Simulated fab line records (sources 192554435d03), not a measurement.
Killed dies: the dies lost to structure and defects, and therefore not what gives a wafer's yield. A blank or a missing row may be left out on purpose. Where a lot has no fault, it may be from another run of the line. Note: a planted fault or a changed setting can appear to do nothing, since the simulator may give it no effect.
Matching of chambers || flow n5_finfet || rie_diel-06 running N5_BEOL_M4_ETCH_77: 4 sister chambers
The step etches underlayer in N2/H2, target depth 6.5 nm, time 5.2 s. 24 wafers are shown with their chamber, then 12 later ones without.

## WAFERS WITH THEIR CHAMBER
{"wafer": "L074.2", "chamber": 1, "showerhead_plenum_p_Torr (Torr)": 2.71, "drypump_motor_current_A (A)": 6.1, "throttle_valve_pct (%)": 17.55}
{"wafer": "L074.3", "chamber": 0, "showerhead_plenum_p_Torr (Torr)": 2.67, "drypump_motor_current_A (A)": 5.2, "throttle_valve_pct (%)": 17.98}
{"wafer": "L074.6", "chamber": 2, "showerhead_plenum_p_Torr (Torr)": 2.62, "drypump_motor_current_A (A)": 5.5, "throttle_valve_pct (%)": 18.29}
{"wafer": "L076.1", "chamber": 3, "showerhead_plenum_p_Torr (Torr)": 2.54, "drypump_motor_current_A (A)": 5.7, "throttle_valve_pct (%)": 18.34}
{"wafer": "L076.4", "chamber": 0, "showerhead_plenum_p_Torr (Torr)": 2.67, "drypump_motor_current_A (A)": 5.2, "throttle_valve_pct (%)": 17.99}
{"wafer": "L076.6", "chamber": 0, "showerhead_plenum_p_Torr (Torr)": 2.67, "drypump_motor_current_A (A)": 5.1, "throttle_valve_pct (%)": 17.99}
{"wafer": "L075.2", "chamber": 1, "showerhead_plenum_p_Torr (Torr)": 2.71, "drypump_motor_current_A (A)": 6.0, "throttle_valve_pct (%)": 17.54}
{"wafer": "L075.5", "chamber": 0, "showerhead_plenum_p_Torr (Torr)": 2.67, "drypump_motor_current_A (A)": 5.2, "throttle_valve_pct (%)": 17.97}
{"wafer": "L075.6", "chamber": 3, "showerhead_plenum_p_Torr (Torr)": 2.54, "drypump_motor_current_A (A)": 5.7, "throttle_valve_pct (%)": 18.36}
{"wafer": "L077.2", "chamber": 3, "showerhead_plenum_p_Torr (Torr)": 2.54, "drypump_motor_current_A (A)": 5.7, "throttle_valve_pct (%)": 18.35}
{"wafer": "L077.5", "chamber": 0, "showerhead_plenum_p_Torr (Torr)": 2.67, "drypump_motor_current_A (A)": 5.2, "throttle_valve_pct (%)": 18.00}
{"wafer": "L077.6", "chamber": 1, "showerhead_plenum_p_Torr (Torr)": 2.71, "drypump_motor_current_A (A)": 6.0, "throttle_valve_pct (%)": 17.57}
{"wafer": "L079.1", "chamber": 3, "showerhead_plenum_p_Torr (Torr)": 2.54, "drypump_motor_current_A (A)": 5.7, "throttle_valve_pct (%)": 18.36}
{"wafer": "L079.2", "chamber": 0, "showerhead_plenum_p_Torr (Torr)": 2.66, "drypump_motor_current_A (A)": 5.2, "throttle_valve_pct (%)": 17.99}
{"wafer": "L079.4", "chamber": 2, "showerhead_plenum_p_Torr (Torr)": 2.61, "drypump_motor_current_A (A)": 5.5, "throttle_valve_pct (%)": 18.30}
{"wafer": "L080.1", "chamber": 0, "showerhead_plenum_p_Torr (Torr)": 2.66, "drypump_motor_current_A (A)": 5.2, "throttle_valve_pct (%)": 18.02}
{"wafer": "L080.3", "chamber": 3, "showerhead_plenum_p_Torr (Torr)": 2.54, "drypump_motor_current_A (A)": 5.7, "throttle_valve_pct (%)": 18.41}
{"wafer": "L080.4", "chamber": 3, "showerhead_plenum_p_Torr (Torr)": 2.53, "drypump_motor_current_A (A)": 5.7, "throttle_valve_pct (%)": 18.40}
{"wafer": "L083.1", "chamber": 2, "showerhead_plenum_p_Torr (Torr)": 2.61, "drypump_motor_current_A (A)": 5.6, "throttle_valve_pct (%)": 17.82}
{"wafer": "L083.5", "chamber": 1, "showerhead_plenum_p_Torr (Torr)": 2.70, "drypump_motor_current_A (A)": 6.0, "throttle_valve_pct (%)": 17.59}
{"wafer": "L083.6", "chamber": 2, "showerhead_plenum_p_Torr (Torr)": 2.61, "drypump_motor_current_A (A)": 5.6, "throttle_valve_pct (%)": 17.79}
{"wafer": "L084.3", "chamber": 2, "showerhead_plenum_p_Torr (Torr)": 2.61, "drypump_motor_current_A (A)": 5.6, "throttle_valve_pct (%)": 17.79}
{"wafer": "L084.4", "chamber": 1, "showerhead_plenum_p_Torr (Torr)": 2.70, "drypump_motor_current_A (A)": 6.1, "throttle_valve_pct (%)": 17.59}
{"wafer": "L084.5", "chamber": 1, "showerhead_plenum_p_Torr (Torr)": 2.70, "drypump_motor_current_A (A)": 6.0, "throttle_valve_pct (%)": 17.55}

SIGNATURES (means of the wafers above)
{"reading": "showerhead_plenum_p_Torr", "chamber 0": 2.6671, "chamber 1": 2.7050, "chamber 2": 2.6120, "chamber 3": 2.5383, "scatter within a chamber": 0.00478}
{"reading": "drypump_motor_current_A", "chamber 0": 5.186, "chamber 1": 6.033, "chamber 2": 5.560, "chamber 3": 5.700, "scatter within a chamber": 0.0412}
{"reading": "throttle_valve_pct", "chamber 0": 17.9914, "chamber 1": 17.5650, "chamber 2": 17.9980, "chamber 3": 18.3700, "scatter within a chamber": 0.123}
Rule: a wafer lies at a distance from a chamber equal to the root of the sum of squares, over the readings, of (its reading less the chamber's mean, divided by the reading's scatter). The wafer belongs to the nearest chamber; if the next one is less than 2 further off, it can't be placed. How the scatter is found: for the shown wafers, subtract from each reading the mean of its chamber, square and add these, divide the total by (wafers less chambers), then take the root.

## WAFERS WHOSE CHAMBER IS MISSING
{"wafer": "L088.2", "showerhead_plenum_p_Torr (Torr)": 2.65, "drypump_motor_current_A (A)": 5.2, "throttle_valve_pct (%)": 18.01}
{"wafer": "L088.3", "showerhead_plenum_p_Torr (Torr)": 2.61, "drypump_motor_current_A (A)": 5.5, "throttle_valve_pct (%)": 17.80}
{"wafer": "L088.5", "showerhead_plenum_p_Torr (Torr)": 2.53, "drypump_motor_current_A (A)": 5.7, "throttle_valve_pct (%)": 18.37}
{"wafer": "L092.2", "showerhead_plenum_p_Torr (Torr)": 2.69, "drypump_motor_current_A (A)": 6.0, "throttle_valve_pct (%)": 17.61}
{"wafer": "L092.4", "showerhead_plenum_p_Torr (Torr)": 2.65, "drypump_motor_current_A (A)": 5.1, "throttle_valve_pct (%)": 18.07}
{"wafer": "L092.6", "showerhead_plenum_p_Torr (Torr)": 2.61, "drypump_motor_current_A (A)": 5.6, "throttle_valve_pct (%)": 17.83}
{"wafer": "L093.2", "showerhead_plenum_p_Torr (Torr)": 2.65, "drypump_motor_current_A (A)": 5.2, "throttle_valve_pct (%)": 18.06}
{"wafer": "L093.5", "showerhead_plenum_p_Torr (Torr)": 2.65, "drypump_motor_current_A (A)": 5.2, "throttle_valve_pct (%)": 18.07}
{"wafer": "L093.6", "showerhead_plenum_p_Torr (Torr)": 2.69, "drypump_motor_current_A (A)": 6.0, "throttle_valve_pct (%)": 17.62}
{"wafer": "L094.1", "showerhead_plenum_p_Torr (Torr)": 2.69, "drypump_motor_current_A (A)": 6.0, "throttle_valve_pct (%)": 17.62}
{"wafer": "L094.4", "showerhead_plenum_p_Torr (Torr)": 2.65, "drypump_motor_current_A (A)": 5.1, "throttle_valve_pct (%)": 18.08}
{"wafer": "L094.6", "showerhead_plenum_p_Torr (Torr)": 2.52, "drypump_motor_current_A (A)": 5.6, "throttle_valve_pct (%)": 18.44}

## EACH ONE'S CHAMBER
{"wafer": "L088.2", "from the rows above": 0, "in truth": 0}
{"wafer": "L088.3", "from the rows above": 2, "in truth": 2}
{"wafer": "L088.5", "from the rows above": 3, "in truth": 3}
{"wafer": "L092.2", "from the rows above": 1, "in truth": 1}
{"wafer": "L092.4", "from the rows above": 0, "in truth": 0}
{"wafer": "L092.6", "from the rows above": 2, "in truth": 2}
{"wafer": "L093.2", "from the rows above": 0, "in truth": 0}
{"wafer": "L093.5", "from the rows above": 0, "in truth": 0}
{"wafer": "L093.6", "from the rows above": 1, "in truth": 1}
{"wafer": "L094.1", "from the rows above": 1, "in truth": 1}
{"wafer": "L094.4", "from the rows above": 0, "in truth": 0}
{"wafer": "L094.6", "from the rows above": 3, "in truth": 3}
Placed correctly: 12 of 12. From these rows, 0 cannot be placed. Wrongly placed: 0.
